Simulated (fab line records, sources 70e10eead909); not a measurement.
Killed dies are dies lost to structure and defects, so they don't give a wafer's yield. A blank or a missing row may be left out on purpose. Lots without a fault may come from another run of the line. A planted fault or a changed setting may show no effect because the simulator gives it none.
Which tool did it? | flow nand_harc | 24 lots, 72 wafers sampled, at 3 steps of a route of 1159

WHAT THE GAUGES READ, wafer by wafer
NHARC_P_M0_CD_MEAS_09: target cd 90 nm.
lot  | measured     | on        | cd_nm (nm)
L074 | day 5 22:47  | cd_sem-02 | 88.7 89.8 89.1
L076 | day 6 05:33  | cd_sem-03 | 89.4 89.3 89.8
L075 | day 6 08:59  | cd_sem-03 | 89.2 89.0 89.7
L077 | day 6 10:11  | cd_sem-03 | 91.0 89.6 90.9
L078 | day 7 00:00  | cd_sem-02 | 90.0 90.0 88.6
L079 | day 7 00:40  | cd_sem-01 | 89.6 89.4 89.5
L080 | day 7 01:43  | cd_sem-02 | 90.4 89.8 89.9
L081 | day 7 09:57  | cd_sem-02 | 90.6 90.3 89.9
L082 | day 7 18:23  | cd_sem-02 | 89.4 89.5 90.0
L083 | day 8 00:57  | cd_sem-02 | 90.0 89.9 90.0
L085 | day 8 09:59  | cd_sem-03 | 89.0 89.6 88.6
L084 | day 8 10:18  | cd_sem-02 | 91.4 90.1 90.8
L086 | day 8 23:53  | cd_sem-03 | 89.5 90.2 89.6
L087 | day 9 00:59  | cd_sem-03 | 89.4 89.9 90.0
L088 | day 9 20:42  | cd_sem-02 | 89.8 90.1 89.8
L089 | day 9 22:45  | cd_sem-03 | 89.9 89.8 89.4
L091 | day 10 01:49 | cd_sem-03 | 89.6 89.2 89.0
L090 | day 10 02:33 | cd_sem-02 | 90.2 90.0 89.3
L092 | day 10 05:46 | cd_sem-01 | 89.1 89.0 89.7
L093 | day 10 07:59 | cd_sem-03 | 89.5 89.5 88.5
L094 | day 10 19:30 | cd_sem-01 | 90.2 90.0 89.2
L095 | day 11 06:46 | cd_sem-02 | 90.0 89.9 89.6
L096 | day 11 07:37 | cd_sem-03 | 89.4 90.1 89.5
L097 | day 11 12:31 | cd_sem-02 | 89.4 89.4 89.6

WHICH TOOL RAN EACH LOT (tool, then ch and the chambers of the sampled wafers, then the start)
lot  | NHARC_P_CONTACT_DESCUM_17          | NHARC_P_CONTACT_CMP_24
L074 | rie_diel-04 ch 1,2,3, day 5 15:20  | cmp-04 ch 1,2,3, day 5 21:29
L076 | rie_diel-10 ch 1,2,3, day 5 20:40  | cmp-04 ch 0,1,2, day 6 04:06
L075 | rie_diel-07 ch 1,2, day 5 20:56    | cmp-01 ch 0,1,3, day 6 07:43
L077 | rie_diel-07 ch 1,2,3, day 5 21:56  | cmp-01 ch 0,2,3, day 6 08:55
L078 | rie_diel-04 ch 0,2, day 6 15:35    | cmp-01 ch 0,3, day 6 22:50
L079 | rie_diel-04 ch 0,3, day 6 16:05    | cmp-01 ch 1,2, day 6 23:21
L080 | rie_diel-04 ch 2,3, day 6 21:35    | cmp-01 ch 0,1,2, day 7 00:25
L081 | rie_diel-10 ch 1,2,3, day 7 05:54  | cmp-02 ch 0,1, day 7 08:38
L082 | rie_diel-10 ch 0,1,3, day 7 12:42  | cmp-01 ch 1,2,3, day 7 17:04
L083 | rie_diel-04 ch 2,3, day 7 20:52    | cmp-04 ch 0,1,2, day 7 23:43
L085 | rie_diel-04 ch 0,1, day 8 01:00    | cmp-04 ch 0,3, day 8 08:47
L084 | rie_diel-10 ch 0,1,3, day 8 01:48  | cmp-02 ch 0,3, day 8 09:01
L086 | rie_diel-10 ch 0,2,3, day 8 19:53  | cmp-04 ch 0,1,2, day 8 22:33
L087 | rie_diel-10 ch 0,3, day 8 20:59    | cmp-02 ch 2,3, day 8 23:42
L088 | rie_diel-04 ch 0,1,2, day 9 10:04  | cmp-04 ch 2,3, day 9 19:25
L089 | rie_diel-04 ch 1,2, day 9 10:29    | cmp-02 ch 0,1,2, day 9 21:28
L091 | rie_diel-04 ch 0,1,2, day 9 21:46  | cmp-04 ch 0,1,3, day 10 00:30
L090 | rie_diel-10 ch 0,1,2, day 9 22:32  | cmp-01 ch 0,1,2, day 10 01:18
L092 | rie_diel-04 ch 0,1,2, day 10 01:45 | cmp-01 ch 0,1,3, day 10 04:26
L093 | rie_diel-10 ch 1,2, day 10 03:59   | cmp-02 ch 0,3, day 10 06:39
L094 | rie_diel-10 ch 0,1,2, day 10 13:35 | cmp-04 ch 0,1,2, day 10 18:13
L095 | rie_diel-04 ch 1,2, day 10 23:38   | cmp-02 ch 2,3, day 11 05:27
L096 | rie_diel-04 ch 0,3, day 11 03:01   | cmp-04 ch 2,3, day 11 06:26
L097 | rie_diel-10 ch 0,1,2, day 11 03:57 | cmp-02 ch 0,1,2, day 11 11:14
- NHARC_P_CONTACT_DESCUM_17: chemistry O2, time 3 s.
- NHARC_P_CONTACT_CMP_24: polishes, t overpolish 30 s, target thk 200 nm.

WHAT THE TOOLS THEMSELVES READ (means of the sampled wafers that have a number; where no wafer has one, the mark that the record gives instead)
NHARC_P_CONTACT_DESCUM_17.
lot  | tool        | drypump_motor_current_A (A) | oes_product_au (a.u.) | rf_vpp_V (V) | showerhead_plenum_p_Torr (Torr) | throttle_valve_pct (%)
L074 | rie_diel-04 | 5.9                         | 0.993                 | 58.5         | 2.02                            | 11.318
L076 | rie_diel-10 | 5.9                         | 0.998                 | 57.9         | 1.89                            | 11.314
L075 | rie_diel-07 | 6.3                         | 0.983                 | 57.9         | 1.90                            | 11.304
L077 | rie_diel-07 | 6.0                         | 0.994                 | 58.4         | 1.92                            | 11.303
L078 | rie_diel-04 | 5.3                         | 1.011                 | 58.8         | 2.01                            | 11.314
L079 | rie_diel-04 | 5.7                         | 1.003                 | 58.0         | 1.99                            | 11.309
L080 | rie_diel-04 | 6.0                         | 1.000                 | 57.9         | 2.01                            | 11.316
L081 | rie_diel-10 | 5.9                         | 0.995                 | 58.5         | 1.89                            | 11.307
L082 | rie_diel-10 | 6.0                         | 1.005                 | 57.2         | 1.87                            | 11.312
L083 | rie_diel-04 | 6.0                         | 1.011                 | 58.6         | 2.01                            | 11.319
L085 | rie_diel-04 | 5.2                         | 1.009                 | 58.0         | 1.98                            | 11.310
L084 | rie_diel-10 | 6.0                         | 1.001                 | 58.5         | 1.87                            | 11.319
L086 | rie_diel-10 | 5.8                         | 0.997                 | 57.1         | 1.87                            | 11.311
L087 | rie_diel-10 | 5.9                         | 1.006                 | 58.2         | 1.85                            | 11.314
L088 | rie_diel-04 | 5.4                         | 1.010                 | 58.2         | 2.01                            | 11.309
L089 | rie_diel-04 | 5.7                         | 1.005                 | 59.1         | 2.03                            | 11.305
L091 | rie_diel-04 | 5.4                         | 1.010                 | 58.4         | 2.00                            | 11.307
L090 | rie_diel-10 | 5.8                         | 1.000                 | 56.8         | 1.89                            | 11.309
L092 | rie_diel-04 | 5.5                         | 1.012                 | 58.8         | 2.00                            | 11.312
L093 | rie_diel-10 | 5.7                         | 0.981                 | 57.8         | 1.91                            | 11.320
L094 | rie_diel-10 | 5.8                         | 1.003                 | 57.4         | 1.89                            | 11.310
L095 | rie_diel-04 | 5.7                         | 1.007                 | 57.9         | 2.03                            | 11.308
L096 | rie_diel-04 | 5.3                         | 1.004                 | 57.9         | 1.97                            | 11.308
L097 | rie_diel-10 | 5.8                         | 1.000                 | 58.9         | 1.89                            | 11.307

NHARC_P_CONTACT_CMP_24.
lot  | tool   | motor_current_A (A) | overpolish_run_s (s) | pad_life_wafers | time_to_endpoint_s (s)
L074 | cmp-04 | 11.3                | 30.002               | 50              | 42
L076 | cmp-04 | 10.7                | 29.996               | 80              | 41
L075 | cmp-01 | 12.0                | 29.999               | 86              | 39
L077 | cmp-01 | 12.3                | 29.995               | 104             | 40
L078 | cmp-01 | 11.4                | 29.998               | 194             | 40
L079 | cmp-01 | 13.5                | 30.004               | 198             | 35
L080 | cmp-01 | 12.6                | 30.002               | 211             | 37
L081 | cmp-02 | 13.0                | 29.996               | 109             | 41
L082 | cmp-01 | 13.0                | 30.004               | 326             | 38
L083 | cmp-04 | 10.5                | 29.993               | 315             | 43
L085 | cmp-04 | 12.0                | 30.003               | 366             | 44
L084 | cmp-02 | 12.3                | 29.998               | 223             | 44
L086 | cmp-04 | 10.9                | 29.997               | 440             | 43
L087 | cmp-02 | 12.4                | 29.997               | 301             | 44
L088 | cmp-04 | 12.0                | 29.997               | 19              | 40
L089 | cmp-02 | 12.8                | 30.000               | 440             | 41
L091 | cmp-04 | 11.2                | 30.002               | 49              | 42
L090 | cmp-01 | 12.5                | 30.004               | 20              | 39
L092 | cmp-01 | 12.2                | 29.997               | 37              | 38
L093 | cmp-02 | 12.4                | 30.002               | 500             | 42
L094 | cmp-04 | 10.8                | 29.999               | 176             | 39
L095 | cmp-02 | 12.5                | 30.010               | 102             | 42
L096 | cmp-04 | 12.0                | 30.001               | 222             | 39
L097 | cmp-02 | 12.6                | 29.997               | 134             | 44

THE ANSWER, worked out from the rows above alone
Rule: what is usual is taken from the lots themselves. Put in order of their means at a reading, lots are off if they are a third of the lots or fewer, leave a main group of 4 or more, and stand apart from it by a gap of 3 or more times the standard deviation of the main group's means; of several such gaps the widest counts. A main group whose means are all the same, to the digits that the tables above print for the reading, isn't used. A lot without any number at a reading at which 4 lots or more have one is off too. The other lots that the step has rows for count as sound. The gauges are gone through in route order, then the tools' own readings, and for those a lot's mean is taken as printed above. The first step at which some lot is off is used, and at that step the reading that is off furthest; a lot without a number counts as furthest.
No lot is off at any reading shown: from this, nothing can be told.

WHAT THE SIMULATOR HAD PUT IN
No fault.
